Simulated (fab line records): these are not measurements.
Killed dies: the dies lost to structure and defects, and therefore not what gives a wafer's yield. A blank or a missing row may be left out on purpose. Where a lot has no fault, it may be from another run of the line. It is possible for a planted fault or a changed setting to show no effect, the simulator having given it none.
8D (eight disciplines) problem report, filled in by code || flow n5Finfet || the parts of the form that need people (team, actions taken, sign-off) are left out

1. WHAT WENT WRONG
Mean of cdNm at N5_BEOL_M12_CD_MEAS_28: 167.5 nm across 2 wafers in 2 lots; on wafers with no fault it is 159.5 nm (standard deviation 1.2). That is +6.7 standard deviations from the usual mean.
The step: target cd 160.2 nm.
First seen on wafer L864.3, day 11 04:43, on cdSem-02. The record holds 23 wafers of 8 lots with a number at this step. The rule behind "out" and "out of limits": a value lying over 4 standard deviations away from the usual mean. All remaining wafers that have a number are taken as sound.

2. WHAT IT IS; WHAT IT IS NOT
{"question": "which readings at this step", "is": "cdNm", "is not": "-"}
{"question": "which lots", "is": "L864, L865", "is not": "L860, L875, L877, L878, L881, L883"}
{"question": "which wafers of those lots", "is": "L864.3, L865.4", "is not": "L864.1, L864.6, L865.2"}
{"question": "read on which gauges", "is": "cdSem-01, cdSem-02", "is not": "cdSem-03"}
{"question": "when", "is": "from day 11 04:43", "is not": "up to then (5 sound wafers); but 16 sound wafers of L865, L875, L877, L878, L881, L883 came after"}

3. SUSPECTS, AND WHAT RULES EACH OUT
Counting: any tool at a process step up to the reading remains a suspect provided it ran every lot that is out. Sound lots after the first of them don't rule it out here, since some wafers of a struck lot are sound.
- ruled out: the gauge at N5_BEOL_M12_CD_MEAS_28. Those wafers that are out were read across 2 gauges (cdSem-01, cdSem-02).
- krfScanner-01 at N5_BEOL_M12_EXPOSE_25 (exposes mask M12): kept. Ran every lot that is out, first one L864 (day 11 04:33); last sound lot up to then L860 (day 10 17:11).
After counting, what remains is krfScanner-01 at N5_BEOL_M12_EXPOSE_25.

4. THE CAUSE (what the simulator had put in)
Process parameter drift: krfScanner-01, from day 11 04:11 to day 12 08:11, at N5_BEOL_M12_EXPOSE_25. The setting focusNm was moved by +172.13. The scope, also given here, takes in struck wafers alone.
Counting left only this tool.

5. THE CHAIN OF EFFECTS, in route order
One row per reading whose mean, taken over the struck wafers that have a number, lies over 3 standard deviations from the usual. Readings are gone through only where the record gives a usual standard deviation; hours: the median, over the lots, of the time from a lot's start at the first step in this table giving one to that lot's start at this step; sigmas: the change measured in usual standard deviations.
{"hours": 0, "step": "N5_BEOL_M12_CD_MEAS_28", "reading": "cdNm", "usual": "159.5 nm", "on struck wafers": 167.5, "change": "+8.0", "sigmas": "+6.7"}
{"hours": 27, "step": "N5_BEOL_M15_RC_MEAS_101", "reading": "SERP_M12", "usual": "0.641 ohm/um", "on struck wafers": 0.595, "change": -0.046, "sigmas": -3.5}
{"hours": 27, "step": "N5_BEOL_M15_RC_MEAS_101", "reading": "SERP_M12_max_site", "usual": "0.654 ohm/um", "on struck wafers": 0.608, "change": -0.046, "sigmas": -3.3}
At these later measuring or inspecting steps, every struck wafer for which the step has a row has a number for every such reading, and none has moved that far: N5_BEOL_M12_OCD_MEAS_35.

6. WHAT WOULD HAVE CAUGHT IT SOONER
In this record the first reading out of limits at a measuring or inspecting step was taken at day 11 04:43, 1 hour after the fault began at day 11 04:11.
Lots out: 2; of these, L865 started N5_BEOL_M12_EXPOSE_25 on krfScanner-01 after day 11 04:43. A hold on the tool at that time would have spared it.
